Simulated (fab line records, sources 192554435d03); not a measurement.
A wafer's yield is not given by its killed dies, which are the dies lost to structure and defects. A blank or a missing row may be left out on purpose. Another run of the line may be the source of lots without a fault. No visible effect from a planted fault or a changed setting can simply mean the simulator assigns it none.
fab line records ; flow n5_finfet
record: lots: 11; wafers: 33; last_day: 18
route steps=1938 shown PMOS_HMC_CHANNEL_EPI@72 BEOL_M15@1825 PASSIVATION@1908
lots untouched by any fault: they come from a run of this same line in which no faults occurred
start_h: the number of hours between the record's first day and the start of the first shown wafer of the lot ; wait_h: hours since the lot's step before ; " repeats the value in the row above ; L1.1+2: a single row standing in for several wafers ; - no value, or no start was given ; * or withheld: withheld ; < > ~ a bound
route shown NAME@n: a module of which the file shows steps, and the number in the route of the first ; usual: average and standard deviation across the fault-free wafers ; same: alike in all rows ; chamber/n: place in a boat ; sites: the reading at each site ; _std_site: their standard deviation ; _edge_site: mean of outer sites minus mean of inner sites ; radius_mm: for every site, how far away it sits from the centre of the wafer ; mask NAME#n: copy n ; behind: the tool/chamber that last shaped the wafer ; hold: why the lot was held/for how many hours/how that ended ; device: whichever transistor did not switch (one of n, p or np) ; end of line: tests of these same wafers at the route's end ; step lacking rows: just its recipe ; killed: dies that structure and defects cost at the first sort, which is not the same as the wafer's yield ; map: dies across one wafer; x = killed, . = not, _ = none there
set.NAME: the setting as run; set.NAME@STEP: as run at that earlier step ; model.NAME: the simulator's own value behind a step, which no gauge read
route steps across a sampled set of lots; one table per step, one row per wafer
services: the hour from which a tool's chamber was out of use, counted from the record's first day as start_h (under 0 if before that day), plus the number of hours and why
== steps ==
step: N5_PMOS_HMC_CHANNEL_EPI_STRIP_17
recipe: chemistry: SPM; time_s: 750; temp_c: 130; h2so4_h2o2_vol_ratio: 4; dry: ipa_marangoni
lot.wafer;tool;chamber;start_h;wait_h
L402.1+4+6;wet_bench-05;0,1,6;18.66;-
L403.3+4+5;wet_bench-02;7,0,1;23.58;-
L405.3+4+6;wet_bench-05;5,6,7;35.72;-
L406.2+4+6;wet_bench-06;2,3,7;41.88;-
L408.1+3+6;wet_bench-02;6,7,5;54.02;-
L409.2+4+6;wet_bench-05;4,1,0;59.66;-
L411.1+4+5;wet_bench-02;0,2,6;71.77;-
L414.1+3+5;wet_bench-05;5,7,3;89.43;-
L417.4+5+6;wet_bench-02;1,3,0;107.88;-
L419.1+2+3;wet_bench-05;0,4,6;120.68;-
L425.1+5+6;wet_bench-06;6,4,3;158.69;-
step: N5_BEOL_M15_THK_MEAS_50
recipe: thk_meas_gauge: xrf; reads: Cu_of_BEOL_M15_ECD_47
usual: M15_THK: 840/15
lot.wafer;tool;chamber;start_h;wait_h;M15_THK[nm]
L402.1;film_metro-01;-;259.05;-;831
L402.4;film_metro-01;-;259.05;-;820
L402.6;film_metro-01;-;259.05;-;865
L403.3;film_metro-02;-;267.79;-;835
L403.4;film_metro-02;-;267.79;-;812
L403.5;film_metro-02;-;267.79;-;811
L405.3;film_metro-02;-;271.82;-;833
L405.4;film_metro-02;-;271.82;-;815
L405.6;film_metro-02;-;271.82;-;852
L406.2;film_metro-01;-;286.55;-;853
L406.4;film_metro-01;-;286.55;-;840
L406.6;film_metro-01;-;286.55;-;859
L409.2;film_metro-02;-;306.32;-;837
L409.4;film_metro-02;-;306.32;-;825
L409.6;film_metro-02;-;306.32;-;834
L408.1;film_metro-02;-;321.15;-;837
L408.3;film_metro-02;-;321.15;-;841
L408.6;film_metro-02;-;321.15;-;841
L411.1;film_metro-02;-;329.03;-;829
L411.4;film_metro-02;-;329.03;-;848
L411.5;film_metro-02;-;329.03;-;833
L414.1;film_metro-02;-;354.58;-;831
L414.3;film_metro-02;-;354.58;-;844
L414.5;film_metro-02;-;354.58;-;854
L417.4;film_metro-02;-;375.01;-;842
L417.5;film_metro-02;-;375.01;-;835
L417.6;film_metro-02;-;375.01;-;848
L419.1;film_metro-02;-;376.43;-;843
L419.2;film_metro-02;-;376.43;-;858
L419.3;film_metro-02;-;376.43;-;833
L425.1;film_metro-01;-;417.77;0.3;809
L425.5;film_metro-01;-;417.77;0.3;853
L425.6;film_metro-01;-;417.77;0.3;812
step: N5_PASSIVATION_DESCUM_32
recipe: chemistry: O2; time_s: 7.9; source_power_w: 50; bias_power_w: 20; pressure_mtorr: 20; rf_frequency_hz: 2.712e+07; temp_c: 40; o2_flow_sccm: 225
usual: bias_power_w: 19.99/0.056; drypump_motor_current_A: 5.7/0.59; oes_product_au: 0.80/0.11; rf_vpp_V: 243.3/1.6; showerhead_plenum_p_Torr: 2.10/0.081; throttle_valve_pct: 20.45/0.26
lot.wafer;tool;chamber;start_h;wait_h;bias_power_w;drypump_motor_current_A;oes_product_au;rf_hours_counter_h;rf_vpp_V;showerhead_plenum_p_Torr;throttle_valve_pct
L402.1;rie_diel-05;3;267.73;0.0;19.94;5.4;0.82;75;242.1;2.03;20.36
L402.4;rie_diel-05;1;267.73;0.0;20.01;6.6;0.73;143;244.5;2.10;20.11
L402.6;rie_diel-05;3;267.73;0.0;19.97;5.4;0.82;-;243.3;2.03;20.35
L403.3;rie_diel-06;3;276.31;0.0;19.86;5.0;0.70;207;240.7;2.00;20.11
L403.4;rie_diel-06;2;276.31;0.0;19.91;4.9;0.66;242;245.5;2.14;20.87
L403.5;rie_diel-06;1;276.31;0.0;20.00;5.5;0.69;-;241.1;1.99;20.96
L405.3;rie_diel-06;0;280.13;0.0;20.07;5.8;0.68;247;242.0;1.96;20.62
L405.4;rie_diel-06;2;280.13;0.0;20.02;4.9;0.67;243;245.2;2.14;20.88
L405.6;rie_diel-06;1;280.13;0.0;19.93;5.5;0.68;-;241.1;1.99;20.97
L406.2;rie_diel-06;3;296.07;0.0;19.98;5.0;0.70;214;241.4;2.00;20.15
L406.4;rie_diel-06;1;296.07;0.0;20.04;5.5;0.67;-;240.6;1.98;20.96
L406.6;rie_diel-06;2;296.07;0.0;20.03;4.9;0.67;-;245.3;2.14;20.89
L409.2;rie_diel-05;0;314.26;0.0;19.98;6.4;0.78;141;244.2;2.08;20.37
L409.4;rie_diel-05;3;314.26;0.0;19.98;5.4;0.80;91;241.5;2.03;20.38
L409.6;rie_diel-05;1;314.26;0.0;19.97;6.7;0.73;-;242.6;2.10;20.16
L408.1;rie_diel-05;1;331.47;0.0;19.98;6.7;0.73;164;242.3;2.09;20.15
L408.3;rie_diel-05;2;331.47;0.0;19.93;6.3;0.67;245;243.5;2.06;20.82
L408.6;rie_diel-05;3;331.47;0.0;19.97;5.5;0.81;-;241.6;2.03;20.40
L411.1;rie_diel-05;2;337.72;0.1;20.11;6.2;0.67;247;240.8;2.06;20.83
L411.4;rie_diel-05;1;337.72;0.1;19.99;6.7;0.72;166;243.5;2.09;20.16
L411.5;rie_diel-05;1;337.72;0.1;20.02;6.6;0.72;-;242.8;2.09;20.18
L414.1;rie_diel-02;1;366.79;0.0;20.01;6.7;0.76;146;243.2;2.18;20.14
L414.3;rie_diel-02;0;366.79;0.0;20.02;5.7;0.74;208;243.1;2.07;20.59
L414.5;rie_diel-02;3;366.79;0.0;20.08;5.7;0.95;-;243.3;2.07;20.40
L417.4;rie_diel-06;0;383.85;0.0;19.97;5.8;0.88;30;245.9;2.20;20.38
L417.5;rie_diel-06;3;383.85;0.0;19.89;5.0;0.68;-;242.7;1.99;20.18
L417.6;rie_diel-06;2;383.85;0.0;20.03;4.9;0.91;-;243.1;2.13;20.41
L419.1;rie_diel-06;1;388.66;0.2;19.89;5.5;0.98;5;244.3;2.24;20.57
L419.2;rie_diel-06;0;388.66;0.2;19.99;5.7;0.87;32;245.2;2.20;20.41
L419.3;rie_diel-06;2;388.66;0.2;20.00;4.9;0.91;22;244.1;2.13;20.41
L425.1;rie_diel-06;3;429.61;0.0;19.96;5.0;0.94;9;245.1;2.25;19.92
L425.5;rie_diel-06;1;429.61;0.0;20.02;5.5;0.91;-;245.7;2.23;20.61
L425.6;rie_diel-06;2;429.61;0.0;20.06;4.9;0.87;-;243.7;2.12;20.45
step: N5_PASSIVATION_CD_MEAS_44
recipe: target_cd_nm: 40000; landing_energy_ev: 500; detector: se_inlens
usual: cd_nm: 40003/3.9
lot.wafer;tool;chamber;start_h;wait_h;cd_nm
L402.1;cd_sem-03;0;270.03;-;40005
L402.4;cd_sem-03;0;270.03;-;40000
L402.6;cd_sem-03;0;270.03;-;40004
L403.3;cd_sem-01;0;278.45;-;40006
L403.4;cd_sem-01;0;278.45;-;39999
L403.5;cd_sem-01;0;278.45;-;40000
L405.3;cd_sem-02;0;281.78;-;40005
L405.4;cd_sem-02;0;281.78;-;40009
L405.6;cd_sem-02;0;281.78;-;40004
L406.2;cd_sem-02;0;297.72;-;40007
L406.4;cd_sem-02;0;297.72;-;40003
L406.6;cd_sem-02;0;297.72;-;40001
L409.2;cd_sem-01;0;316.03;-;40004
L409.4;cd_sem-01;0;316.03;-;40006
L409.6;cd_sem-01;0;316.03;-;40007
L408.1;cd_sem-01;0;333.13;-;40003
L408.3;cd_sem-01;0;333.13;-;40009
L408.6;cd_sem-01;0;333.13;-;40008
L411.1;cd_sem-03;0;339.37;-;40002
L411.4;cd_sem-03;0;339.37;-;40002
L411.5;cd_sem-03;0;339.37;-;40000
L414.1;cd_sem-02;0;368.56;-;40003
L414.3;cd_sem-02;0;368.56;-;40004
L414.5;cd_sem-02;0;368.56;-;40005
L417.4;cd_sem-03;0;385.50;-;39999
L417.5;cd_sem-03;0;385.50;-;40000
L417.6;cd_sem-03;0;385.50;-;39998
L419.1;cd_sem-01;0;390.36;-;39997
L419.2;cd_sem-01;0;390.36;-;39998
L419.3;cd_sem-01;0;390.36;-;40004
L425.1;cd_sem-02;0;431.49;-;40004
L425.5;cd_sem-02;0;431.49;-;40000
L425.6;cd_sem-02;0;431.49;-;40002
step: N5_PASSIVATION_PROBE_49
usual: defect_limited_yield: 91.4/1.5; killed_at_M0_to_M3: 33/11; killed_at_M4_up: 14/5.3; killed_at_contacts: 13/6.2; killed_at_front_end: 39/13; killed_at_other: 3.1/2.8; killed_dies: 102/17; killed_on_rim: 13/3.8; killed_open: 68/13; killed_short: 32/7.8; sort_bin_4_leakage: 0.00/0.007; sort_bin_5_function: 5.1/0.95; sort_bin_6_memory: 3.2/0.7; sort_bin_8_speed: 0.02/0.16; sort_n_pass: 1078/18; sort_yield_pct: 91.3/1.5
same: gross_dies: 1180; killed_at_back_side: 0
lot.wafer;tool;chamber;start_h;wait_h;defect_limited_yield[%];killed_at_M0_to_M3;killed_at_M4_up;killed_at_contacts;killed_at_front_end;killed_at_other;killed_dies;killed_on_rim;killed_open;killed_short;sort_bin_4_leakage[%];sort_bin_5_function[%];sort_bin_6_memory[%];sort_bin_8_speed[%];sort_n_pass;sort_yield_pct[%]
L406.2;prober-01;-;300.93;0.1;91.9;28;13;14;38;3;96;15;61;34;0;4.1;3.6;0;1084;91.9
L406.4;prober-01;-;301.03;0.2;92.4;32;10;6;40;2;90;5;53;37;0;4.7;2.5;0;1090;92.4
L406.6;prober-01;-;301.13;0.3;90.7;35;7;15;46;7;110;14;76;34;0;5.6;3.5;0;1070;90.7
L414.1;prober-01;-;371.70;0.0;88.1;19;18;6;92;5;140;27;49;24;0;7.5;2.7;0;1040;88.1
L414.3;prober-01;-;371.80;0.1;85.0;33;20;5;118;1;177;27;66;31;0;8.5;4.1;0;1003;85.0
L414.5;prober-01;-;371.90;0.2;80.3;37;16;4;167;8;232;21;61;40;0;13.2;3.9;0;948;80.3
L417.4;prober-02;-;388.78;0.2;89.8;29;8;20;53;10;120;16;75;42;0;5.4;4.4;0;1060;89.8
L417.5;prober-02;-;388.83;0.2;92.1;25;11;18;36;3;93;14;53;40;0;4.7;3.0;0;1087;92.1
L417.6;prober-02;-;388.88;0.3;90.3;38;12;16;47;1;114;15;77;37;0;5.7;3.6;0;1066;90.3
L419.1;prober-01;-;394.61;0.0;82.3;36;10;15;147;1;209;29;77;40;0;10.9;4.2;0;971;82.3
L419.2;prober-01;-;394.66;0.1;84.1;24;20;13;129;2;188;34;69;37;0;9.6;3.8;0;992;84.1
L419.3;prober-01;-;394.71;0.1;84.6;22;14;9;130;7;182;33;73;36;0;9.2;4.5;0;998;84.6
killed by level:class
L406.2 DUMMY_GATE:geometric_particle:open=9 MOL_CONTACT_COAG:geometric_particle:open=9 BEOL_M0_SAQP:geometric_particle:short=9 BEOL_M0_SAQP:geometric_particle:open=8 FIN_SAQP:geometric_particle:open=5 FIN_SAQP:geometric_particle:short=5 STI_FIN_REVEAL:geometric_particle:open=5 MOL_CONTACT_COAG:geometric_particle:short=5
L406.4 BEOL_M2:geometric_particle:open=12 FIN_SAQP:geometric_particle:short=10 FIN_SAQP:geometric_particle:open=9 BEOL_M0_SAQP:geometric_particle:short=7 BEOL_M0_SAQP:geometric_particle:open=7 STI_FIN_REVEAL:geometric_particle:open=6 BEOL_M5:geometric_particle:open=4 STI_FIN_REVEAL:geometric_particle:short=3
L406.6 STI_FIN_REVEAL:geometric_particle:open=13 MOL_CONTACT_COAG:geometric_particle:open=12 BEOL_M0_SAQP:geometric_particle:open=9 BEOL_M0_SAQP:geometric_particle:short=8 STI_FIN_REVEAL:geometric_particle:short=7 BEOL_M2:geometric_particle:open=5 FIN_SAQP:geometric_particle:open=4 FIN_CUT:geometric_particle:open=4
L414.1 PMOS_HMC_CHANNEL_EPI:unspecified=64 BEOL_M4:geometric_particle:open=13 FIN_SAQP:geometric_particle:open=9 FIN_SAQP:geometric_particle:short=5 BEOL_M1:geometric_particle:short=5 MOL_CONTACT_COAG:geometric_particle:open=4 BEOL_M1:geometric_particle:open=4 BEOL_M0:geometric_particle:open=3
L414.3 PMOS_HMC_CHANNEL_EPI:unspecified=78 FIN_SAQP:geometric_particle:open=13 BEOL_M4:geometric_particle:open=12 FIN_SAQP:geometric_particle:short=9 BEOL_M2:geometric_particle:open=9 BEOL_M0_SAQP:geometric_particle:short=5 BEOL_M1:geometric_particle:open=5 BEOL_M3:geometric_particle:open=5
L414.5 PMOS_HMC_CHANNEL_EPI:unspecified=131 BEOL_M4:geometric_particle:open=12 BEOL_M1:geometric_particle:open=11 BEOL_M0_SAQP:geometric_particle:open=8 FIN_SAQP:geometric_particle:open=6 BEOL_M0_SAQP:geometric_particle:short=6 FIN_SAQP:geometric_particle:short=5 DUMMY_GATE:geometric_particle:open=5
L417.4 MOL_CONTACT_COAG:geometric_particle:open=18 STI_FIN_REVEAL:geometric_particle:open=14 FIN_SAQP:geometric_particle:short=11 BEOL_M2:geometric_particle:open=9 FIN_SAQP:geometric_particle:open=7 BEOL_M0_SAQP:geometric_particle:short=6 GATE_CUT:geometric_particle:short=5 STARTING-WAFER:geometric_particle:short=5
L417.5 MOL_CONTACT_COAG:geometric_particle:open=15 BEOL_M2:geometric_particle:open=10 FIN_SAQP:geometric_particle:short=9 FIN_SAQP:geometric_particle:open=7 GATE_CUT:geometric_particle:short=7 BEOL_M4:geometric_particle:short=5 BEOL_M0_SAQP:geometric_particle:short=4 MOL_CONTACT_COAG:geometric_particle:short=3
L417.6 MOL_CONTACT_COAG:geometric_particle:open=13 DUMMY_GATE:geometric_particle:open=10 BEOL_M4:geometric_particle:open=10 BEOL_M0_SAQP:geometric_particle:short=10 BEOL_M2:geometric_particle:open=9 FIN_SAQP:geometric_particle:short=8 FIN_SAQP:geometric_particle:open=7 BEOL_M0_SAQP:geometric_particle:open=7
L419.1 PMOS_HMC_CHANNEL_EPI:unspecified=91 FIN_SAQP:geometric_particle:open=16 MOL_CONTACT_COAG:geometric_particle:open=12 BEOL_M0_SAQP:geometric_particle:open=10 BEOL_M0:geometric_particle:open=10 GATE_CUT:geometric_particle:short=8 STI_FIN_REVEAL:geometric_particle:open=7 FIN_SAQP:geometric_particle:short=6
L419.2 PMOS_HMC_CHANNEL_EPI:unspecified=82 MOL_CONTACT_COAG:geometric_particle:open=10 BEOL_M0_SAQP:geometric_particle:short=10 BEOL_M4:geometric_particle:open=10 FIN_SAQP:geometric_particle:open=8 GATE_CUT:geometric_particle:short=8 BEOL_M0_SAQP:geometric_particle:open=8 DUMMY_GATE:geometric_particle:open=7
L419.3 PMOS_HMC_CHANNEL_EPI:unspecified=72 FIN_SAQP:geometric_particle:open=17 FIN_SAQP:geometric_particle:short=9 BEOL_M0_SAQP:geometric_particle:short=9 BEOL_M4:geometric_particle:open=9 MOL_CONTACT_COAG:geometric_particle:open=8 GATE_CUT:geometric_particle:open=7 STI_FIN_REVEAL:geometric_particle:open=5
== services ==
tool;chamber;start_h;hours;kind
rie_diel-05;-;-2.92;28.1;pm
rie_diel-02;-;0.27;2.8;pm
rie_diel-06;2;44.84;12.4;repair
wet_bench-05;-;90.38;0.8;repair
rie_diel-02;1;96.54;4.5;repair
wet_bench-02;-;100.45;1.9;pm
rie_diel-05;3;102.56;2.6;repair
rie_diel-06;2;122.85;3.9;repair
wet_bench-02;-;124.19;90.6;repair
wet_bench-06;-;129.39;6.4;repair
rie_diel-06;0;138.95;18.3;repair
rie_diel-05;-;146.10;14.6;pm
rie_diel-05;0;161.45;14.5;repair
rie_diel-05;2;176.47;4.3;repair
wet_bench-05;-;200.86;20.7;repair
rie_diel-02;-;212.23;1.0;repair
rie_diel-06;-;227.77;0.4;repair
rie_diel-05;3;229.94;6.9;repair
rie_diel-05;2;235.44;7.4;repair
rie_diel-05;-;260.09;1.4;repair
rie_diel-06;1;306.01;2.9;repair
wet_bench-06;-;359.50;3.6;repair
wet_bench-02;-;367.10;0.6;repair
rie_diel-05;2;387.56;4.7;repair
== key ==
first_sign: step: N5_PASSIVATION_PROBE_49; reading: killed_at_front_end; direction: up; sigmas: 7.1; usual: 39; struck: 130
effect: step: N5_PASSIVATION_PROBE_49; reading: defect_limited_yield; direction: down; sigmas: 4.9; usual: 91.4; struck: 84.1
more_kills_born_at: N5_PMOS_HMC_CHANNEL_EPI_STRIP_17@wet_bench-05: 518
met_at N5_PMOS_HMC_CHANNEL_EPI_STRIP_17
struck_lots L414,L419
not_acting_at N5_BEOL_M15_THK_MEAS_50,N5_PASSIVATION_DESCUM_32,N5_PASSIVATION_CD_MEAS_44
onset_between 59.66 89.43
fault: kind: chamber_particle_source; tool: wet_bench-05; chamber: -; onset_h: 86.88; steps: N5_PMOS_HMC_CHANNEL_EPI_STRIP_17; rate_per_visit_cm2: 0.9205; end_h: 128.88
